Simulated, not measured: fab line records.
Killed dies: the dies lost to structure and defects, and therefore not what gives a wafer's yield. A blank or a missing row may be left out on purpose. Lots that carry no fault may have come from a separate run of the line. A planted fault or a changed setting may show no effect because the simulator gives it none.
Matching of chambers :: flow n5-finfet :: rie-diel-03 running N5_MOL_CONTACT_COAG_ETCH_90: 4 sister chambers
The step etches SiARC in CF4, target depth 13 nm, time 21.7 s. 16 wafers are shown with their chamber, then 8 later ones without.

EACH WAFER AND ITS CHAMBER
wafer: L075.1
chamber: 2
throttle-valve-pct (%): 15.61
drypump-motor-current-A (A): 5.6
oes-product-au (a.u.): 0.73

wafer: L075.4
chamber: 1
throttle-valve-pct (%): 15.29
drypump-motor-current-A (A): 6.3
oes-product-au (a.u.): 0.71

wafer: L075.6
chamber: 1
throttle-valve-pct (%): 15.30
drypump-motor-current-A (A): 6.3
oes-product-au (a.u.): 0.71

wafer: L076.2
chamber: 2
throttle-valve-pct (%): 15.61
drypump-motor-current-A (A): 5.6
oes-product-au (a.u.): 0.74

wafer: L076.3
chamber: 1
throttle-valve-pct (%): 15.28
drypump-motor-current-A (A): 6.2
oes-product-au (a.u.): 0.70

wafer: L076.6
chamber: 0
throttle-valve-pct (%): 15.62
drypump-motor-current-A (A): 5.2
oes-product-au (a.u.): 0.70

wafer: L078.1
chamber: 1
throttle-valve-pct (%): 15.29
drypump-motor-current-A (A): 6.3
oes-product-au (a.u.): 0.70

wafer: L078.3
chamber: 3
throttle-valve-pct (%): 15.32
drypump-motor-current-A (A): 5.7
oes-product-au (a.u.): 0.71

wafer: L078.6
chamber: 0
throttle-valve-pct (%): 15.62
drypump-motor-current-A (A): 5.1
oes-product-au (a.u.): 0.70

wafer: L079.2
chamber: 1
throttle-valve-pct (%): 15.30
drypump-motor-current-A (A): 6.3
oes-product-au (a.u.): 0.71

wafer: L079.3
chamber: 2
throttle-valve-pct (%): 15.61
drypump-motor-current-A (A): 5.6
oes-product-au (a.u.): 0.73

wafer: L079.5
chamber: 1
throttle-valve-pct (%): 15.30
drypump-motor-current-A (A): 6.2
oes-product-au (a.u.): 0.70

wafer: L080.1
chamber: 3
throttle-valve-pct (%): 15.34
drypump-motor-current-A (A): 5.7
oes-product-au (a.u.): 0.72

wafer: L080.3
chamber: 1
throttle-valve-pct (%): 15.29
drypump-motor-current-A (A): 6.2
oes-product-au (a.u.): 0.70

wafer: L080.4
chamber: 0
throttle-valve-pct (%): 15.62
drypump-motor-current-A (A): 5.2
oes-product-au (a.u.): 0.69

wafer: L081.1
chamber: 2
throttle-valve-pct (%): 15.60
drypump-motor-current-A (A): 5.6
oes-product-au (a.u.): 0.73

SIGNATURES, as means of the wafers listed above
reading: throttle-valve-pct
chamber 0: 15.6200
chamber 1: 15.2929
chamber 2: 15.6075
chamber 3: 15.3300
scatter within a chamber: 0.00718

reading: drypump-motor-current-A
chamber 0: 5.167
chamber 1: 6.257
chamber 2: 5.600
chamber 3: 5.700
scatter within a chamber: 0.0445

reading: oes-product-au
chamber 0: 0.6967
chamber 1: 0.7043
chamber 2: 0.7325
chamber 3: 0.7150
scatter within a chamber: 0.0055
Rule: a wafer lies at a distance from a chamber equal to the root of the sum of squares, over the readings, of (its reading less the chamber's mean, divided by the reading's scatter). The wafer belongs to the nearest chamber; if the next one is less than 2 further off, it can't be placed. The scatter: take each reading less its chamber's mean, square it, sum over the shown wafers, divide by the number of wafers less the number of chambers, and take the root.

WAFERS MISSING THEIR CHAMBER
wafer: L081.4
throttle-valve-pct (%): 15.62
drypump-motor-current-A (A): 5.2
oes-product-au (a.u.): 0.70

wafer: L081.6
throttle-valve-pct (%): 15.63
drypump-motor-current-A (A): 5.2
oes-product-au (a.u.): 0.69

wafer: L083.1
throttle-valve-pct (%): 15.36
drypump-motor-current-A (A): 5.7
oes-product-au (a.u.): 0.70

wafer: L083.2
throttle-valve-pct (%): 15.64
drypump-motor-current-A (A): 5.2
oes-product-au (a.u.): 0.68

wafer: L083.3
throttle-valve-pct (%): 15.32
drypump-motor-current-A (A): 6.3
oes-product-au (a.u.): 0.69

wafer: L089.2
throttle-valve-pct (%): 15.36
drypump-motor-current-A (A): 5.7
oes-product-au (a.u.): 0.69

wafer: L089.3
throttle-valve-pct (%): 15.36
drypump-motor-current-A (A): 6.3
oes-product-au (a.u.): 0.67

wafer: L089.5
throttle-valve-pct (%): 15.38
drypump-motor-current-A (A): 5.7
oes-product-au (a.u.): 0.69

EACH ONE'S CHAMBER
wafer: L081.4
from the rows above: 0
in truth: 0

wafer: L081.6
from the rows above: 0
in truth: 0

wafer: L083.1
from the rows above: 3
in truth: 3

wafer: L083.2
from the rows above: 0
in truth: 0

wafer: L083.3
from the rows above: 1
in truth: 1

wafer: L089.2
from the rows above: 3
in truth: 3

wafer: L089.3
from the rows above: 1
in truth: 1

wafer: L089.5
from the rows above: 3
in truth: 3
8 of 8 placed correctly. Can't be placed from these rows: 0. 0 placed wrongly.
